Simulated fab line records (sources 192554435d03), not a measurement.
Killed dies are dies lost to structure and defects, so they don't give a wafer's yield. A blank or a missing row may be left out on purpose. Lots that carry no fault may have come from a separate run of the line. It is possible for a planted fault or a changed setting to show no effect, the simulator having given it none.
Chamber matching | flow n5-finfet | rie-diel-05 running N5_SD_EPI_N_ETCH_35: 4 sister chambers
The step etches SOC in N2/H2, overetch 108 nm, time 486 s. 20 wafers are shown with their chamber, then 10 later ones without.

== WAFERS WITH THEIR CHAMBER ==
wafer  | chamber | showerhead-plenum-p-Torr (Torr) | throttle-valve-pct (%) | drypump-motor-current-A (A)
L074.2 | 0       | 2.69                            | 23.2                   | 5.5
L074.4 | 1       | 2.53                            | 24.0                   | 5.5
L074.5 | 3       | 2.55                            | 23.9                   | 5.6
L077.2 | 0       | 2.69                            | 23.2                   | 5.5
L077.3 | 3       | 2.54                            | 23.9                   | 5.6
L077.6 | 3       | 2.54                            | 23.9                   | 5.5
L079.1 | 3       | 2.54                            | 23.9                   | 5.6
L079.4 | 3       | 2.54                            | 23.9                   | 5.6
L079.6 | 3       | 2.54                            | 23.9                   | 5.6
L080.2 | 3       | 2.54                            | 23.9                   | 5.6
L080.3 | 0       | 2.68                            | 23.2                   | 5.5
L080.6 | 1       | 2.53                            | 24.0                   | 5.5
L081.2 | 2       | 2.64                            | 24.0                   | 6.1
L081.3 | 3       | 2.54                            | 23.9                   | 5.6
L081.4 | 0       | 2.68                            | 23.2                   | 5.5
L088.1 | 1       | 2.52                            | 24.0                   | 5.5
L088.2 | 2       | 2.64                            | 24.1                   | 6.2
L088.6 | 0       | 2.68                            | 23.3                   | 5.6
L090.3 | 3       | 2.53                            | 24.0                   | 5.6
L090.4 | 1       | 2.51                            | 24.0                   | 5.5

SIGNATURES, as means of the wafers listed above
reading                  | chamber 0 | chamber 1 | chamber 2 | chamber 3 | scatter within a chamber
showerhead-plenum-p-Torr | 2.6840    | 2.5225    | 2.6400    | 2.5400    | 0.0061
throttle-valve-pct       | 23.220    | 24.000    | 24.050    | 23.911    | 0.037
drypump-motor-current-A  | 5.520     | 5.500     | 6.150     | 5.589     | 0.037
Rule: for each reading, subtract the chamber's mean from the wafer's reading, divide by that reading's scatter and square the result; add these up over the readings and take the root, which gives the wafer's distance from the chamber. If the next closest chamber is less than 2 further off than the closest, the wafer can't be placed; otherwise it belongs to the closest. The scatter is the square root of a quotient: the sum, over the shown wafers, of each reading's squared deviation from its chamber's mean, divided by wafers minus chambers.

== WAFERS WITH NO CHAMBER GIVEN ==
wafer  | showerhead-plenum-p-Torr (Torr) | throttle-valve-pct (%) | drypump-motor-current-A (A)
L090.6 | 2.51                            | 24.0                   | 5.5
L093.1 | 2.67                            | 23.3                   | 5.6
L093.3 | 2.63                            | 24.1                   | 6.2
L093.4 | 2.53                            | 24.0                   | 5.6
L095.2 | 2.67                            | 23.3                   | 5.5
L095.3 | 2.51                            | 24.0                   | 5.5
L095.5 | 2.63                            | 24.1                   | 6.2
L096.1 | 2.63                            | 24.1                   | 6.3
L096.2 | 2.67                            | 23.3                   | 5.5
L096.5 | 2.67                            | 23.3                   | 5.5

== THE CHAMBER EACH PASSED THROUGH ==
wafer  | from the rows above     | in truth
L090.6 | 1                       | 1
L093.1 | 0                       | 0
L093.3 | 2                       | 2
L093.4 | can't be placed: 3 or 1 | 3
L095.2 | 0                       | 0
L095.3 | 1                       | 1
L095.5 | 2                       | 2
L096.1 | 2                       | 2
L096.2 | 0                       | 0
L096.5 | 0                       | 0
Correctly placed: 9 of 10. From these rows, 1 cannot be placed; in 1 the true chamber is one of the candidates. 0 placed wrongly.
